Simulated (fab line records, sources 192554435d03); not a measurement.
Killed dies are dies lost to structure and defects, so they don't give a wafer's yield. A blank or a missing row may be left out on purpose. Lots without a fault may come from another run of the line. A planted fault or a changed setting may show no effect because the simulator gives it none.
fab line records | flow n5_finfet | part 1 of 2: steps 1 to 4 of 6
record lots=22 wafers=66 last_day=19
route steps=1938 shown HKMG_FIN@398
lots that met no fault: from a run of the same line without faults
start_h: hours from the record's first day to the start of the lot's first wafer shown | wait_h: hours since the lot's step before | " the same as in the row above | L1.1+2: a row that stands for several wafers | - no value, or no start given | * or withheld: withheld | < > ~ a bound
route shown NAME@n: a module of which the file shows steps, and the number in the route of the first | usual: mean/standard deviation of fault-free wafers | same: alike in all rows | chamber/n: place in a boat | sites: the reading at each site | _std_site: their standard deviation | _edge_site: outer sites' mean less inner sites' | radius_mm: how far each site lies from the wafer's centre | mask NAME#n: copy n | behind: the tool/chamber that last shaped the wafer | hold: why the lot was held/for how many hours/how that ended | device: the transistor (n, p or np) that didn't switch | end of line: the same wafers' tests at the end of the route | a step without rows: its recipe alone | killed: dies lost to structure and defects at the first sort, not the wafer's yield | map: a wafer's dies, x killed, . not, _ none there
set.NAME: the setting as run; set.NAME@STEP: as run at that earlier step | model.NAME: the simulator's own value behind a step, which no gauge read
steps of the route over a sample of lots; a table a step, a row a wafer
services: from which hour (start_h, from the record's first day; less than 0 if before it) a tool's chamber was out of use, for how many hours, and why
## steps
# step N5_HKMG_FIN_CD_MEAS_49
# recipe target_cd_nm=202 landing_energy_ev=500 detector=se_inlens polarity=opening
# usual cd_nm=202.4/0.69
# columns lot.wafer tool chamber start_h wait_h cd_nm
L074.2 cd_sem-01 0 71.02 - 201.3
L074.3 " 0 " " 202.5
L074.6 " 0 " " 201.5
L076.2 cd_sem-03 0 83.95 - 202.7
L076.5 " 0 " " 202.8
L076.6 " 0 " " 201.7
L077.1 cd_sem-03 0 90.99 - 202.3
L077.5 " 0 " " 202.2
L077.6 " 0 " " 202.3
L079.3 cd_sem-02 0 103.54 - 202.7
L079.4 " 0 " " 203.0
L079.6 " 0 " " 202.8
L080.3 cd_sem-01 0 107.34 - 203.2
L080.4 " 0 " " 202.5
L080.5 " 0 " " 202.2
L081.2 cd_sem-02 0 115.08 - 203.1
L081.4 " 0 " " 203.3
L081.5 " 0 " " 202.1
L082.1 cd_sem-01 0 122.22 - 203.2
L082.2 " 0 " " 202.4
L082.5 " 0 " " 201.9
L083.3 cd_sem-03 0 124.01 - 202.5
L083.5 " 0 " " 203.4
L083.6 " 0 " " 203.0
L084.2 cd_sem-02 0 135.03 - 202.8
L084.4 " 0 " " 202.5
L084.6 " 0 " " 203.8
L085.3 cd_sem-01 0 138.26 - 203.1
L085.4 " 0 " " 202.9
L085.5 " 0 " " 203.1
L087.1 cd_sem-03 0 172.08 - 202.7
L087.2 " 0 " " 202.3
L087.3 " 0 " " 202.5
L086.3 cd_sem-01 0 174.80 - 201.4
L086.4 " 0 " " 201.5
L086.6 " 0 " " 202.5
L088.1 cd_sem-03 0 175.00 - 202.3
L088.4 " 0 " " 203.6
L088.6 " 0 " " 203.8
L089.1 cd_sem-01 0 177.70 - 203.0
L089.2 " 0 " " 203.4
L089.3 " 0 " " 202.6
L090.3 cd_sem-01 0 177.88 - 202.6
L090.4 " 0 " " 202.0
L090.6 " 0 " " 203.0
L093.1 cd_sem-03 0 204.82 - 201.7
L093.5 " 0 " " 201.5
L093.6 " 0 " " 201.5
L091.2 cd_sem-03 0 209.18 - 203.0
L091.4 " 0 " " 203.9
L091.6 " 0 " " 202.8
L094.2 cd_sem-02 0 211.15 - 202.3
L094.3 " 0 " " 201.2
L094.6 " 0 " " 202.3
L095.2 cd_sem-03 0 212.95 - 202.7
L095.3 " 0 " " 201.9
L095.4 " 0 " " 202.6
L092.4 cd_sem-03 0 213.51 - 202.3
L092.5 " 0 " " 202.3
L092.6 " 0 " " 201.7
L096.1 cd_sem-03 0 215.86 - 202.1
L096.3 " 0 " " 201.2
L096.5 " 0 " " 202.3
L097.1 cd_sem-02 0 222.13 - 203.0
L097.2 " 0 " " 203.3
L097.3 " 0 " " 202.7
# step N5_HKMG_FIN_ETCH_55
# recipe chemistry=N2/H2 target=SOC target_depth_a=2400 temp_c=40 time_s=300 ion_energy_ev=200 mask_material=SiARC pressure_mtorr=30 source_w=840 bias_w=150 n2_flow_sccm=200 h2_flow_sccm=200
# usual drypump_motor_current_A=5.6/0.48 oes_product_au=0.80/0.08 rf_vpp_V=524.6/2.6 showerhead_plenum_p_Torr=2.56/0.091 throttle_valve_pct=17.79/0.21
# same time_s=300
# columns lot.wafer tool chamber start_h wait_h drypump_motor_current_A oes_product_au rf_hours_counter_h rf_vpp_V showerhead_plenum_p_Torr throttle_valve_pct
L074.2 rie_diel-04 2 71.37 0.0 5.8 0.86 51 525.4 2.60 17.98
L074.3 " 1 " " 6.0 0.77 142 527.7 2.64 17.58
L074.6 " 3 " " 5.8 0.82 - 522.9 2.44 17.80
L076.2 rie_diel-06 2 84.48 0.0 4.9 0.70 205 523.1 2.52 17.54
L076.5 " 1 " " 5.8 0.79 - 522.4 2.46 17.81
L076.6 " 2 " " 4.9 0.71 - 521.9 2.52 17.52
L077.1 rie_diel-04 3 91.17 0.0 5.8 0.82 123 521.2 2.44 17.81
L077.5 " 3 " " 5.8 0.82 - 522.4 2.44 17.81
L077.6 " 0 " " 4.8 0.88 - 526.5 2.57 17.59
L079.3 rie_diel-06 2 103.72 0.0 4.9 0.70 212 523.4 2.51 17.55
L079.4 " 1 " " 5.8 0.78 116 522.3 2.46 17.82
L079.6 " 2 " " 5.0 0.70 - 522.6 2.52 17.55
L080.3 rie_diel-04 3 107.61 0.0 5.8 0.82 129 521.1 2.43 17.83
L080.4 " 3 " " 5.8 0.81 - 520.2 2.43 17.83
L080.5 " 0 " " 4.8 0.86 - 524.4 2.57 17.60
L081.2 rie_diel-06 3 115.34 0.0 6.0 0.81 99 527.3 2.68 17.85
L081.4 " 0 " " 5.8 0.97 6 527.8 2.72 17.90
L081.5 " 2 " " 4.9 0.71 - 523.4 2.51 17.54
L082.1 rie_diel-04 3 122.40 0.0 5.7 0.80 135 521.1 2.43 17.85
L082.2 " 1 " " 6.0 0.76 155 526.6 2.64 17.62
L082.5 " 1 " " 6.0 0.75 - 525.4 2.64 17.61
L083.3 rie_diel-05 1 124.19 0.0 5.2 0.70 230 524.7 2.60 18.03
L083.5 " 1 " " 5.2 0.70 - 526.0 2.60 18.04
L083.6 " 3 " " 5.5 0.70 - 527.4 2.61 17.98
L084.2 rie_diel-06 1 135.35 0.0 5.8 0.76 128 520.4 2.45 17.85
L084.4 " 2 " " 5.0 0.68 225 523.1 2.51 17.56
L084.6 " 1 " " 5.8 0.77 - 521.4 2.45 17.84
L085.3 rie_diel-04 0 138.89 0.0 4.8 0.85 62 524.2 2.57 17.61
L085.4 " 1 " " 5.9 0.75 160 527.4 2.64 17.62
L085.5 " 3 " " 5.8 0.80 - 522.7 2.43 17.86
L087.1 rie_diel-04 3 172.26 0.0 5.8 0.78 150 522.0 2.42 17.86
L087.2 " 1 " " 5.9 0.74 171 527.1 2.63 17.63
L087.3 " 2 " " 5.8 0.82 83 525.1 2.59 18.05
L086.3 rie_diel-06 1 174.98 0.0 5.8 0.77 138 520.9 2.45 17.86
L086.4 " 2 " " 5.0 0.69 235 522.1 2.50 17.59
L086.6 " 2 " " 5.0 0.69 - 521.7 2.51 17.58
L088.1 rie_diel-05 3 175.50 0.0 5.5 0.70 221 524.7 2.60 18.00
L088.4 " 2 " " 5.2 0.95 15 527.5 2.69 17.19
L088.6 " 3 " " 5.5 0.70 - 525.5 2.60 18.01
L089.1 rie_diel-05 2 177.88 0.0 5.2 0.95 16 528.3 2.69 17.21
L089.2 " 0 " " 6.4 0.73 162 521.2 2.44 17.76
L089.3 " 1 " " 5.2 0.69 248 525.1 2.60 18.10
L090.3 rie_diel-04 3 178.05 0.0 5.8 0.79 152 520.0 2.42 17.88
L090.4 " 2 " " 5.8 0.83 85 523.9 2.59 18.05
L090.6 " 0 " " 4.7 0.83 - 525.2 2.56 17.62
L093.1 rie_diel-05 1 205.00 0.0 5.1 0.99 3 523.6 2.59 17.70
L093.5 " 1 " " 5.2 0.99 - 526.2 2.59 17.69
L093.6 " 0 " " 6.4 0.74 - 520.6 2.43 17.80
L091.2 rie_diel-06 1 209.56 0.0 5.8 0.76 146 522.2 2.45 17.88
L091.4 " 2 " " 4.9 0.67 249 522.8 2.50 17.61
L091.6 " 1 " " 5.8 0.75 - 520.1 2.45 17.88
L094.2 rie_diel-04 0 211.33 0.0 4.7 0.82 87 524.5 2.56 17.65
L094.3 " 1 " " 5.9 0.73 185 526.6 2.63 17.66
L094.6 " 2 " " 5.8 0.81 - 523.8 2.58 18.09
L095.2 rie_diel-05 1 213.13 0.0 5.1 0.98 6 525.5 2.59 17.68
L095.3 " 3 " " 5.5 0.68 236 526.6 2.59 18.06
L095.4 " 0 " " 6.5 0.73 176 520.8 2.43 17.79
L092.4 rie_diel-06 3 213.78 0.1 6.0 0.78 - 527.7 2.67 17.91
L092.5 " 0 " " 5.9 0.89 - 529.4 2.71 17.95
L092.6 " 1 " " 5.8 0.76 - 521.6 2.45 17.87
L096.1 rie_diel-04 1 216.04 0.0 5.9 0.74 187 526.9 2.63 17.66
L096.3 " 2 " " 5.8 0.80 100 524.8 2.58 18.08
L096.5 " 1 " " 5.9 0.73 - 526.8 2.62 17.68
L097.1 rie_diel-05 3 222.31 0.0 5.6 0.68 241 526.2 2.59 18.07
L097.2 " 1 " " 5.2 0.95 10 526.0 2.59 17.70
L097.3 " 0 " " 6.4 0.73 180 520.4 2.43 17.79
# step N5_HKMG_FIN_ETCH_31
# recipe chemistry=CF4 target=SiARC target_depth_a=455 mask_material=CAR-ArF time_s=75.8 ion_energy_ev=80 pressure_mtorr=40 source_w=545 bias_w=36 Ar_flow_sccm=100 cf4_flow_sccm=100 ends=cleared
# usual drypump_motor_current_A=5.6/0.49 etch_rf_on_time_s=75.3/1.7 oes_product_au=0.67/0.067 rf_vpp_V=184.2/1.3 showerhead_plenum_p_Torr=2.16/0.075 throttle_valve_pct=15.61/0.21
# columns lot.wafer tool chamber start_h wait_h drypump_motor_current_A etch_rf_on_time_s oes_product_au rf_hours_counter_h rf_vpp_V showerhead_plenum_p_Torr throttle_valve_pct
L074.2 rie_diel-05 3 74.69 0.0 5.5 75.5 0.62 183 185.4 2.21 15.90
L074.3 " 0 " " 6.5 77.3 0.66 126 182.7 2.06 15.52
L074.6 " 0 " " 6.4 77.5 0.66 - 184.1 2.06 15.50
L076.2 rie_diel-05 3 87.84 0.0 5.5 77.0 0.61 187 184.6 2.21 15.91
L076.5 " 0 " " 6.5 78.0 0.66 - 181.6 2.06 15.52
L076.6 " 1 " " 5.2 75.3 0.62 - 185.5 2.21 15.93
L077.1 rie_diel-04 2 94.48 0.0 5.8 72.9 0.72 60 184.3 2.17 15.58
L077.5 " 3 " " 5.8 71.9 0.69 - 183.7 2.07 15.76
L077.6 " 2 " " 5.8 72.7 0.73 - 184.0 2.17 15.58
L079.3 rie_diel-04 0 106.93 0.0 4.8 76.1 0.73 51 184.3 2.17 15.31
L079.4 " 1 " " 5.9 75.6 0.64 152 184.5 2.22 15.36
L079.6 " 3 " " 5.8 73.0 0.69 - 183.3 2.07 15.79
L080.3 rie_diel-06 1 110.93 0.0 5.8 77.7 0.66 119 183.7 2.08 15.65
L080.4 " 3 " " 6.0 75.0 0.69 98 186.2 2.24 15.64
L080.5 " 2 " " 4.9 76.7 0.60 - 184.3 2.12 15.38
L081.2 rie_diel-06 1 118.92 0.0 5.8 77.0 0.67 122 182.5 2.08 15.65
L081.4 " 2 " " 5.0 75.7 0.60 219 182.3 2.12 15.38
L081.5 " 3 " " 6.0 74.6 0.69 - 186.3 2.24 15.64
L082.1 rie_diel-04 0 125.74 0.0 4.8 75.3 0.73 58 184.4 2.17 15.34
L082.2 " 1 " " 5.9 74.8 0.65 156 185.2 2.22 15.35
L082.5 " 3 " " 5.8 72.3 0.69 - 183.0 2.07 15.80
L083.3 rie_diel-05 3 127.54 0.0 5.5 76.9 0.60 206 185.6 2.20 15.95
L083.5 " 3 " " 5.5 76.5 0.60 - 185.0 2.20 15.95
L083.6 " 0 " " 6.5 78.4 0.64 - 182.2 2.06 15.57
L084.2 rie_diel-06 2 138.93 0.0 4.9 77.3 0.59 226 182.9 2.12 15.42
L084.4 " 3 " " 6.0 75.3 0.68 107 185.9 2.24 15.66
L084.6 " 0 " " 5.8 74.5 0.81 - 187.8 2.29 15.61
L085.3 rie_diel-06 3 142.62 0.0 6.0 75.1 0.68 108 186.7 2.24 15.64
L085.4 " 0 " " 5.8 73.9 0.81 16 185.9 2.29 15.61
L085.5 " 3 " " 6.0 74.5 0.69 - 184.1 2.24 15.67
L087.1 rie_diel-04 2 175.77 0.0 5.8 74.6 0.69 84 183.5 2.16 15.62
L087.2 " 3 " " 5.8 72.9 0.67 151 184.4 2.06 15.82
L087.3 " 1 " " 5.9 75.7 0.63 172 186.5 2.21 15.39
L086.3 rie_diel-04 2 179.04 0.0 5.8 74.0 0.70 85 184.4 2.16 15.63
L086.4 " 1 " " 5.9 75.8 0.63 174 183.7 2.21 15.37
L086.6 " 1 " " 5.9 75.2 0.63 - 185.6 2.21 15.38
L088.1 rie_diel-06 2 179.66 0.0 5.0 76.8 0.59 238 184.7 2.11 15.42
L088.4 " 1 " " 5.8 77.1 0.65 141 182.6 2.07 15.68
L088.6 " 3 " " 6.0 73.8 0.68 - 186.0 2.24 15.68
L089.1 rie_diel-05 3 181.22 0.0 5.6 76.0 0.59 224 185.4 2.19 15.98
L089.2 " 2 " " 5.2 74.1 0.81 18 184.8 2.27 15.24
L089.3 " 1 " " 5.1 76.1 0.58 250 185.4 2.19 16.00
L090.3 rie_diel-06 2 181.46 0.0 5.0 77.4 0.58 239 183.1 2.11 15.42
L090.4 " 3 " " 6.0 75.4 0.67 121 185.1 2.24 15.67
L090.6 " 3 " " 6.0 74.4 0.68 - 185.1 2.23 15.67
L093.1 rie_diel-06 3 208.18 0.0 6.0 74.5 0.67 131 185.1 2.23 15.71
L093.5 " 0 " " 5.8 73.5 0.77 - 185.5 2.28 15.66
L093.6 " 2 " " 5.0 77.2 0.58 - 183.0 2.11 15.44
L091.2 rie_diel-04 3 212.95 0.0 5.8 73.5 0.66 165 181.3 2.06 15.86
L091.4 " 2 " " 5.8 73.9 0.69 98 184.1 2.16 15.66
L091.6 " 2 " " 5.8 73.8 0.68 - 183.7 2.16 15.66
L094.2 rie_diel-05 1 214.52 0.0 5.1 73.3 0.82 7 185.7 2.19 15.56
L094.3 " 0 " " 6.4 77.6 0.62 177 183.1 2.05 15.62
L094.6 " 3 " " 5.5 75.2 0.59 - 185.0 2.19 16.01
L095.2 rie_diel-04 0 216.90 0.0 4.7 76.3 0.69 89 184.1 2.16 15.39
L095.3 " 3 " " 5.8 73.6 0.66 167 183.4 2.06 15.84
L095.4 " 2 " " 5.8 75.0 0.68 100 184.3 2.16 15.66
L092.4 rie_diel-05 3 217.12 0.0 5.5 75.0 0.58 239 185.2 2.19 16.01
L092.5 " 1 " " 5.2 73.5 0.82 - 186.0 2.19 15.55
L092.6 " 0 " " 6.4 77.6 0.62 - 181.5 2.05 15.62
L096.1 rie_diel-05 2 219.60 0.0 5.2 74.0 0.79 25 185.7 2.27 15.23
L096.3 " 0 " " 6.4 79.1 0.62 179 184.8 2.05 15.63
L096.5 " 0 " " 6.4 78.3 0.62 - 182.4 2.05 15.62
L097.1 rie_diel-04 1 225.61 0.0 5.9 75.3 0.62 191 185.4 2.20 15.43
L097.2 " 3 " " 5.8 74.0 0.66 171 183.4 2.06 15.85
L097.3 " 0 " " 4.8 77.1 0.68 94 185.5 2.16 15.40
# step N5_HKMG_FIN_ETCH_35
# recipe chemistry=N2/H2 target=SOC target_depth_a=2158 ion_energy_ev=65 bias_w=5 source_w=3000 time_s=243.4 pressure_mtorr=30 n2_flow_sccm=200 h2_flow_sccm=200
# usual drypump_motor_current_A=5.6/0.5 oes_product_au=0.78/0.079 rf_vpp_V=141.7/1.2 showerhead_plenum_p_Torr=2.56/0.096 throttle_valve_pct=17.80/0.19
# same time_s=243.4
# columns lot.wafer tool chamber start_h wait_h drypump_motor_current_A oes_product_au rf_hours_counter_h rf_vpp_V showerhead_plenum_p_Torr throttle_valve_pct
L074.2 rie_diel-05 3 74.96 0.0 5.5 0.72 183 142.1 2.62 17.95
L074.3 " 0 " " 6.5 0.77 126 141.0 2.45 17.72
L074.6 " 0 " " 6.4 0.77 - 139.8 2.45 17.72
L076.2 rie_diel-05 3 88.11 0.0 5.5 0.71 187 141.0 2.61 17.96
L076.5 " 0 " " 6.5 0.76 - 140.4 2.45 17.71
L076.6 " 1 " " 5.2 0.72 - 142.0 2.61 18.03
L077.1 rie_diel-04 2 94.75 0.0 5.8 0.86 61 143.1 2.60 18.03
L077.5 " 3 " " 5.8 0.81 - 141.0 2.43 17.82
L077.6 " 2 " " 5.8 0.86 - 140.9 2.60 18.02
L079.3 rie_diel-04 3 107.20 0.0 5.8 0.81 129 139.9 2.43 17.84
L079.4 " 0 " " 4.7 0.86 - 142.8 2.57 17.62
L079.6 " 2 " " 5.8 0.85 - 140.1 2.60 18.03
L080.3 rie_diel-06 1 111.20 0.0 5.8 0.78 119 140.7 2.46 17.84
L080.4 " 3 " " 6.0 0.81 98 143.0 2.68 17.87
L080.5 " 2 " " 5.0 0.70 - 140.0 2.51 17.57
L081.2 rie_diel-06 1 119.19 0.0 5.8 0.77 122 141.2 2.46 17.85
L081.4 " 2 " " 4.9 0.69 219 140.8 2.51 17.58
L081.5 " 3 " " 6.0 0.81 - 142.1 2.68 17.86
L082.1 rie_diel-04 0 126.01 0.0 4.8 0.84 58 143.6 2.57 17.61
L082.2 " 1 " " 5.9 0.75 156 142.5 2.64 17.62
L082.5 " 3 " " 5.7 0.80 - 140.5 2.43 17.87
L083.3 rie_diel-05 3 127.81 0.0 5.5 0.70 206 142.5 2.61 18.01
L083.5 " 3 " " 5.6 0.69 - 142.8 2.61 18.01
L083.6 " 0 " " 6.4 0.74 - 139.6 2.44 17.75
L084.2 rie_diel-06 2 139.20 0.0 4.9 0.69 226 142.1 2.51 17.57
L084.4 " 3 " " 6.0 0.80 108 143.5 2.68 17.87
L084.6 " 0 " " 5.9 0.94 - 140.9 2.72 17.93
L085.3 rie_diel-06 3 142.88 0.0 6.0 0.79 108 143.3 2.68 17.88
L085.4 " 0 " " 5.8 0.94 16 142.5 2.72 17.94
L085.5 " 3 " " 6.1 0.80 - 143.5 2.68 17.87
L087.1 rie_diel-04 2 176.03 0.0 5.8 0.83 84 141.5 2.59 18.08
L087.2 " 3 " " 5.8 0.79 151 139.5 2.42 17.87
L087.3 " 1 " " 5.9 0.74 172 141.4 2.63 17.64
L086.3 rie_diel-04 2 179.31 0.0 5.8 0.81 86 141.0 2.59 18.09
L086.4 " 1 " " 6.0 0.74 174 143.2 2.63 17.65
L086.6 " 1 " " 5.9 0.75 - 142.5 2.63 17.64
L088.1 rie_diel-06 2 179.92 0.0 4.9 0.67 238 143.1 2.50 17.60
L088.4 " 1 " " 5.8 0.76 141 141.3 2.45 17.87
L088.6 " 3 " " 6.0 0.79 - 141.1 2.67 17.91
L089.1 rie_diel-05 3 181.48 0.0 5.5 0.71 224 142.3 2.60 18.04
L089.2 " 2 " " 5.2 0.95 19 142.8 2.69 17.22
L089.3 " 1 " " 5.1 0.70 250 142.7 2.60 18.09
L090.3 rie_diel-06 2 181.72 0.0 5.0 0.67 239 141.0 2.50 17.61
L090.4 " 3 " " 6.0 0.78 121 143.3 2.67 17.90
L090.6 " 3 " " 6.0 0.78 - 142.7 2.67 17.91
L093.1 rie_diel-06 3 208.45 0.0 6.0 0.77 131 143.7 2.67 17.91
L093.5 " 0 " " 5.8 0.91 - 143.6 2.71 17.96
L093.6 " 2 " " 5.0 0.68 - 142.6 2.50 17.61
L091.2 rie_diel-04 3 213.21 0.0 5.8 0.77 165 139.6 2.42 17.91
L091.4 " 2 " " 5.8 0.81 98 141.1 2.58 18.09
L091.6 " 2 " " 5.8 0.80 - 142.4 2.58 18.09
L094.2 rie_diel-05 1 214.78 0.0 5.1 0.98 7 142.7 2.59 17.72
L094.3 " 0 " " 6.4 0.73 177 141.0 2.43 17.78
L094.6 " 3 " " 5.5 0.69 - 142.6 2.59 18.05
L095.2 rie_diel-04 0 217.16 0.0 4.7 0.81 89 141.2 2.55 17.66
L095.3 " 3 " " 5.8 0.77 167 141.2 2.42 17.91
L095.4 " 2 " " 5.8 0.80 101 142.7 2.58 18.09
L092.4 rie_diel-05 3 217.39 0.0 5.6 0.68 239 141.1 2.59 18.06
L092.5 " 1 " " 5.1 0.97 - 141.7 2.59 17.69
L092.6 " 0 " " 6.4 0.72 - 140.4 2.43 17.79
L096.1 rie_diel-05 2 219.87 0.0 5.2 0.92 26 143.2 2.68 17.24
L096.3 " 0 " " 6.5 0.72 179 140.8 2.43 17.80
L096.5 " 0 " " 6.5 0.71 - 139.8 2.43 17.80
L097.1 rie_diel-04 1 225.88 0.0 5.9 0.73 192 141.9 2.62 17.68
L097.2 " 3 " " 5.8 0.78 171 141.2 2.42 17.93
L097.3 " 0 " " 4.8 0.81 94 141.9 2.55 17.68
